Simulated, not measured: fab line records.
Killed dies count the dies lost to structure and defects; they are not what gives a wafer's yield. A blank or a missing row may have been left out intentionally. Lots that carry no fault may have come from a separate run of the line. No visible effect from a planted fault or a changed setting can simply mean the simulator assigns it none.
Matching of chambers :: flow nand-harc :: NHARC_A_SGD_CUT_DESCUM_14 on rie-diel-05 has 4 sister chambers
The step chemistry O2, time 3 s. 15 wafers are shown with their chamber, then 7 later ones without.

EACH WAFER AND ITS CHAMBER
wafer: L157.1
chamber: 0
drypump-motor-current-A (A): 5.0
oes-product-au (a.u.): 1.000
rf-vpp-V (V): 60.3

wafer: L157.2
chamber: 1
drypump-motor-current-A (A): 6.5
oes-product-au (a.u.): 1.007
rf-vpp-V (V): 56.3

wafer: L157.4
chamber: 2
drypump-motor-current-A (A): 5.3
oes-product-au (a.u.): 1.017
rf-vpp-V (V): 56.2

wafer: L159.1
chamber: 2
drypump-motor-current-A (A): 5.3
oes-product-au (a.u.): 1.026
rf-vpp-V (V): 57.3

wafer: L159.4
chamber: 0
drypump-motor-current-A (A): 5.0
oes-product-au (a.u.): 1.004
rf-vpp-V (V): 56.7

wafer: L159.6
chamber: 0
drypump-motor-current-A (A): 5.0
oes-product-au (a.u.): 0.997
rf-vpp-V (V): 58.6

wafer: L160.1
chamber: 2
drypump-motor-current-A (A): 5.2
oes-product-au (a.u.): 1.015
rf-vpp-V (V): 57.2

wafer: L160.2
chamber: 0
drypump-motor-current-A (A): 5.0
oes-product-au (a.u.): 1.011
rf-vpp-V (V): 57.5

wafer: L160.5
chamber: 1
drypump-motor-current-A (A): 6.5
oes-product-au (a.u.): 1.017
rf-vpp-V (V): 58.5

wafer: L161.1
chamber: 2
drypump-motor-current-A (A): 5.2
oes-product-au (a.u.): 1.015
rf-vpp-V (V): 57.7

wafer: L161.4
chamber: 1
drypump-motor-current-A (A): 6.4
oes-product-au (a.u.): 1.008
rf-vpp-V (V): 57.2

wafer: L161.5
chamber: 0
drypump-motor-current-A (A): 5.0
oes-product-au (a.u.): 1.010
rf-vpp-V (V): 59.2

wafer: L163.1
chamber: 2
drypump-motor-current-A (A): 5.2
oes-product-au (a.u.): 1.017
rf-vpp-V (V): 57.7

wafer: L163.6
chamber: 3
drypump-motor-current-A (A): 5.7
oes-product-au (a.u.): 0.990
rf-vpp-V (V): 56.9

wafer: L165.1
chamber: 2
drypump-motor-current-A (A): 5.2
oes-product-au (a.u.): 1.017
rf-vpp-V (V): 57.0

SIGNATURES, as means of the wafers listed above
reading: drypump-motor-current-A
chamber 0: 5.000
chamber 1: 6.467
chamber 2: 5.233
chamber 3: 5.700
scatter within a chamber: 0.0426

reading: oes-product-au
chamber 0: 1.00440
chamber 1: 1.01067
chamber 2: 1.01783
chamber 3: 0.99000
scatter within a chamber: 0.00518

reading: rf-vpp-V
chamber 0: 58.460
chamber 1: 57.333
chamber 2: 57.183
chamber 3: 56.900
scatter within a chamber: 1.04
Rule: a wafer lies at a distance from a chamber equal to the root of the sum of squares, over the readings, of (its reading less the chamber's mean, divided by the reading's scatter). If the next closest chamber is less than 2 further off than the closest, the wafer can't be placed; otherwise it belongs to the closest. The scatter is the square root of a quotient: the sum, over the shown wafers, of each reading's squared deviation from its chamber's mean, divided by wafers minus chambers.

WAFERS WHOSE CHAMBER IS MISSING
wafer: L165.5
drypump-motor-current-A (A): 5.6
oes-product-au (a.u.): 0.991
rf-vpp-V (V): 59.3

wafer: L173.1
drypump-motor-current-A (A): 6.5
oes-product-au (a.u.): 1.015
rf-vpp-V (V): 57.4

wafer: L173.3
drypump-motor-current-A (A): 5.2
oes-product-au (a.u.): 1.016
rf-vpp-V (V): 58.3

wafer: L173.6
drypump-motor-current-A (A): 5.2
oes-product-au (a.u.): 1.008
rf-vpp-V (V): 58.1

wafer: L174.2
drypump-motor-current-A (A): 5.0
oes-product-au (a.u.): 0.974
rf-vpp-V (V): 57.0

wafer: L174.5
drypump-motor-current-A (A): 5.7
oes-product-au (a.u.): 0.980
rf-vpp-V (V): 58.3

wafer: L174.6
drypump-motor-current-A (A): 5.3
oes-product-au (a.u.): 1.001
rf-vpp-V (V): 58.8

EACH ONE'S CHAMBER
wafer: L165.5
from the rows above: 3
in truth: 3

wafer: L173.1
from the rows above: 1
in truth: 1

wafer: L173.3
from the rows above: 2
in truth: 2

wafer: L173.6
from the rows above: 2
in truth: 2

wafer: L174.2
from the rows above: 0
in truth: 0

wafer: L174.5
from the rows above: 3
in truth: 3

wafer: L174.6
from the rows above: 2
in truth: 2
7 of 7 placed correctly. From these rows, 0 cannot be placed. 0 placed wrongly.
